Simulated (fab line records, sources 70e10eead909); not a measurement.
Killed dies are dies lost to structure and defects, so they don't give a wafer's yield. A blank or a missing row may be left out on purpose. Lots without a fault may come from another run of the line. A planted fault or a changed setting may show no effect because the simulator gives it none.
Which tool did it? | flow nand_harc | 10 lots, 30 wafers sampled, at 2 steps of a route of 1302

WHAT THE GAUGES READ, wafer by wafer
NHARC_A_STAIRCASE_INSPECT_155.
lot  | measured     | on                | raw_defect_count
L076 | day 20 01:21 | defect_inspect-02 | 347 479 433
L077 | day 20 01:35 | defect_inspect-02 | 441 601 370
L080 | day 20 21:43 | defect_inspect-01 | 342 443 441
L081 | day 22 06:16 | defect_inspect-02 | 524 482 669
L083 | day 23 08:20 | defect_inspect-02 | 388 444 423
L085 | day 24 05:02 | defect_inspect-01 | 266 224 323
L089 | day 25 21:28 | defect_inspect-02 | 357 405 460
L091 | day 26 15:47 | defect_inspect-01 | 803 544 496
L094 | day 27 22:43 | defect_inspect-02 | 391 606 541
L097 | day 28 19:16 | defect_inspect-01 | 494 543 639

WHICH TOOL RAN EACH LOT (tool, then ch and the chambers of the sampled wafers, then the start)
lot  | NHARC_A_STAIRCASE_STRIP_475
L076 | rie_diel-06 ch 1,2,3, day 20 01:21 or earlier
L077 | rie_diel-06 ch 0,1,3, day 20 01:35 or earlier
L080 | rie_diel-06 ch 0,1,2, day 20 21:43 or earlier
L081 | rie_diel-09 ch 1,2, day 22 06:16 or earlier
L083 | rie_diel-06 ch 0,1, day 23 08:20 or earlier
L085 | rie_diel-09 ch 1,3, day 24 05:02 or earlier
L089 | rie_diel-09 ch 0,1,2, day 25 21:28 or earlier
L091 | rie_diel-13 ch 0,3, day 26 15:47 or earlier
L094 | rie_diel-06 ch 0,2,3, day 27 22:43 or earlier
L097 | rie_diel-09 ch 1,3, day 28 19:16 or earlier
- NHARC_A_STAIRCASE_STRIP_475: strips in O2, time 20 s.

THE ANSWER, worked out from the rows above alone
Rule: what is usual is taken from the lots themselves. Put in order of their means at a reading, lots are off if they are a third of the lots or fewer, leave a main group of 4 or more, and stand apart from it by a gap of 3 or more times the standard deviation of the main group's means; of several such gaps the widest counts. A main group whose means are all the same, to the digits that the tables above print for the reading, isn't used. A lot without any number at a reading at which 4 lots or more have one is off too. The other lots that the step has rows for count as sound.
No lot is off at any reading shown: from this, nothing can be told.

WHAT THE SIMULATOR HAD PUT IN
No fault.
